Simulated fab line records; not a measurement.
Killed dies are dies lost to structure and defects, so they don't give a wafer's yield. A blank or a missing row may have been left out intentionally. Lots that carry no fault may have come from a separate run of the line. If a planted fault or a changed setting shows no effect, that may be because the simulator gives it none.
Struck lot and sound lot, side by side + flow n5 finfet + 30 out of 1938 route steps
Sound: the wafers L646.1, L646.4, L646.6. The struck wafers were L641.1, L641.2, L641.4. The cause comes at the end.
Per side, at each step with rows, come the tool, then ch with its chambers, and then its first start. Under that, the readings that differ: sound wafers + struck wafers + difference of the means + sigmas: that difference in standard deviations of wafers without a fault.
alike: words and numbers the same on both sides, and readings whose means are apart by under 2 such deviations; not compared: readings that were withheld, readings missing a value for some wafer, numbers with overlapping values and no deviation given by the record, and bounds like >300 which may hide the same value.
The two part at a step that has a row with sigmas, a row that says differs or no value, or rows on one side only. When numbers do not overlap yet have no deviation, they are printed without sigmas and do not part them. A reading missing from all wafers of one side parts the sides only when that side holds two or more wafers.

first, 9 steps without rows for these wafers: N5_MOL_CONTACT_COAG_SRD_128 (dry time 32 s); N5_MOL_CONTACT_COAG_CMP_52 (polishes, stops on SiO2, t overpolish 1.5 s, target thk 66.5 nm); N5_MOL_CONTACT_COAG_ANNEAL_112 (time 1800 s); N5_BEOL_M0_SAQP_PECVD_00 (deposits SiCN from 3MS/NH3, target thk 8 nm, time 14 s); N5_BEOL_M0_SAQP_ILD_DEP_01 (deposits SiOC from DEMS/O2, target thk 45.419 nm, time 8.7 s); N5_BEOL_M0_SAQP_HM_DEP_02 (deposits TiN, target thk 12 nm); N5_BEOL_M0_SAQP_PECVD_03 (deposits SiCN from 3MS/NH3, target thk 12 nm, time 21.1 s); N5_BEOL_M0_SAQP_PECVD_96 (deposits a-Si from SiH4/He, target thk 45 nm, time 45.2 s); N5_BEOL_M0_SAQP_PECVD_97 (deposits SiNx from SiH4/NH3/N2, target thk 23 nm, time 19.9 s).
N5_BEOL_M0_SAQP_PECVD_04: deposits a-Si from SiH4/He, target thk 60 nm, time 60.2 s.
  sound on pecvd-02 ch 0,2, day 11 03:46; struck on pecvd-03 ch 0,1,2, day 9 23:29
  alike: heater power outer w, heater power w, showerhead plenum p Torr, throttle valve pct
N5_BEOL_M0_SAQP_THK_MEAS_05:
  sound on film metro-01 at day 11 03:52; struck on film metro-01 at day 9 23:35
| reading     | sound          | struck         | difference | sigmas |
|-------------|----------------|----------------|------------|--------|
| thk nm (nm) | 60.3 61.5 61.6 | 51.3 50.1 51.1 | -10.3      | -15    |
then, 15 steps without rows for these wafers: N5_BEOL_M0_SAQP_HM_DEP_111 (deposits SiO2 from SiH4/N2O, target thk 12 nm, time 7.2 s); N5_BEOL_M0_SAQP_COAT_81 (time 60 s, resist thk 100 nm); N5_BEOL_M0_SAQP_COAT_82 (time 60 s, resist thk 30 nm); N5_BEOL_M0_SAQP_COAT_08 (resist thk 90 nm); N5_BEOL_M0_SAQP_EBR_10; N5_BEOL_M0_SAQP_SOFTBAKE_09 (time 60 s); N5_BEOL_M0_SAQP_EXPOSE_11 (exposes mask M0 CORE, target cd 42 nm); N5_BEOL_M0_SAQP_PEB_12 (peb time 60 s); N5_BEOL_M0_SAQP_DEVELOP_13 (develop time 30 s); N5_BEOL_M0_SAQP_DESCUM_19 (chemistry O2, time 7.9 s); N5_BEOL_M0_SAQP_ETCH_83 (etches SiARC in CF4, target depth 39 nm, time 65 s); N5_BEOL_M0_SAQP_ETCH_84 (etches SOC in N2/H2, target depth 100 nm, overetch 20 nm, time 150 s); N5_BEOL_M0_SAQP_STRIP_80 (strips in N2/H2); N5_BEOL_M0_SAQP_HM_OPEN_112 (chemistry CHF3/O2, target SiO2, stops on a-Si, target depth 12 nm, time 13.5 s); N5_BEOL_M0_SAQP_STRIP_113 (strips in CHF3/O2).
N5_BEOL_M0_SAQP_MANDREL_ETCH_20: etches a-Si in HBr/Cl2, stops on SiNx, target depth 60 nm, bt time 10 s, time 30 s.
  sound on rie si-01 ch 1,2,3, day 11 04:43; struck on rie si-01 ch 0,1,2, day 10 00:27
| reading               | sound             | struck            | difference | sigmas |
|-----------------------|-------------------|-------------------|------------|--------|
| oes product au (a.u.) | 0.772 0.774 0.803 | 0.708 0.687 0.696 | -0.086     | -8     |
  alike: HBr_flow_sccm, drypump motor current A, throttle valve pct
  not compared: rf hours counter h
then, 1 step without rows for these wafers: N5_BEOL_M0_SAQP_STRIP_86 (strips in N2/H2).
-- a jump in the record: the struck wafers' starts before and after are 5 days apart (it breaks off in module BEOL_M0_SAQP and resumes in module BEOL_M4, where the first step shown is number 1111 of the route) --
N5_BEOL_M4_RC_MEAS_101:
  sound on prober-02 ch 0, day 16 06:24; struck on prober-02 ch 0, day 14 12:47
| reading       | sound          | struck         | difference | sigmas |
|---------------|----------------|----------------|------------|--------|
| SS_N (mV/dec) | 70.9 70.3 71.2 | 72.7 71.8 72.5 | +1.5       | +3     |
  alike: DIBL_N, DIBL_P, IOFF_N, IOFF_P, ION_N, ION_P, SS_P, VT_N, VT_P
-- record jumps: 5 days separate the struck wafers' starts on either side; left off in module BEOL_M4, taken up again in module PASSIVATION, whose first shown step is the route's number 1936 --
N5_PASSIVATION_PROBE_49:
  sound on prober-02 at day 20 08:43; struck on prober-01 at day 19 02:28
  alike: defect limited yield, killed_at_M0_to_M3, killed_at_M4_up, killed at contacts, killed at front end, killed at other, killed dies, killed open, killed short, sort_bin_5_function, sort_bin_6_memory, sort n pass, sort yield pct

## WHERE THEY PART
Last at N5_BEOL_M4_RC_MEAS_101 as far as this record goes, first at N5_BEOL_M0_SAQP_THK_MEAS_05. Later steps at which nothing parts them and some readings are alike: N5_PASSIVATION_PROBE_49.

WHY: whatever the simulator had introduced
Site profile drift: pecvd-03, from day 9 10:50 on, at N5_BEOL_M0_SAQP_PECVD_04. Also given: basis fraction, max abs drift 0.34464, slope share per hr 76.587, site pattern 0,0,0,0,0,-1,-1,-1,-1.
